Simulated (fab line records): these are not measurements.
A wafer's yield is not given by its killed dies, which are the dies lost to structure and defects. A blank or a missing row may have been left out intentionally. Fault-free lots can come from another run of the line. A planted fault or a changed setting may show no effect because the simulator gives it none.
Which tool is to blame? -- flow nand_harc -- 6 lots, 18 wafers sampled, at 2 steps of a route of 1159

== WHAT THE GAUGES READ, wafer by wafer ==
NHARC_P_ZERO_WELL_CD_MEAS_11 targets a cd of 500 nm.
lot,measured,on,cd_nm (nm)
L953,day 1 19:16,cd_sem-01,498.9 500.2 501.0
L957,day 2 19:14,cd_sem-01,417.0 418.9 418.1
L964,day 4 13:09,cd_sem-01,499.8 501.7 501.5
L969,day 5 19:15,cd_sem-03,498.9 496.9 497.6
L973,day 6 19:07,cd_sem-02,503.1 500.7 499.6
L975,day 7 07:19,cd_sem-03,498.5 499.0 499.8

== EACH LOT AND THE TOOL THAT RAN IT (in order: tool; ch and the chambers of the sampled wafers; start) ==
lot,NHARC_P_ZERO_WELL_PEB_09
L953,"litho_track-03 ch 0, day 1 19:11"
L957,"litho_track-07 ch 0, day 2 19:10"
L964,"litho_track-02 ch 0, day 4 13:04"
L969,"litho_track-03 ch 0, day 5 19:10"
L973,"litho_track-03 ch 0, day 6 19:02"
L975,"litho_track-07 ch 0, day 7 07:13"
- NHARC_P_ZERO_WELL_PEB_09: peb time 80 s.

== THE ANSWER, worked out from the rows above alone ==
Rule: usual is defined by the lots themselves. Put in order of their means at a reading, lots are off if they are a third of the lots or fewer, leave a main group of 4 or more, and stand apart from it by a gap of 3 or more times the standard deviation of the main group's means; of several such gaps the widest counts. A main group is skipped when, at the precision printed for the reading in the tables above, its means are all equal. Also off: a lot with no number at a reading for which 4 or more lots have one. The other lots that the step has rows for count as sound.
Off: L957, at NHARC_P_ZERO_WELL_CD_MEAS_11 (cd_nm). For the main group the mean is 499.8 nm and the standard deviation 1.2.
A tool fits if, at a process step before that reading, it ran every lot that is off, and no sound lot after the first of them. The gauges at NHARC_P_ZERO_WELL_CD_MEAS_11 are tried like those tools. Of those tried, none fits.

== WHAT WAS PUT IN BY THE SIMULATOR ==
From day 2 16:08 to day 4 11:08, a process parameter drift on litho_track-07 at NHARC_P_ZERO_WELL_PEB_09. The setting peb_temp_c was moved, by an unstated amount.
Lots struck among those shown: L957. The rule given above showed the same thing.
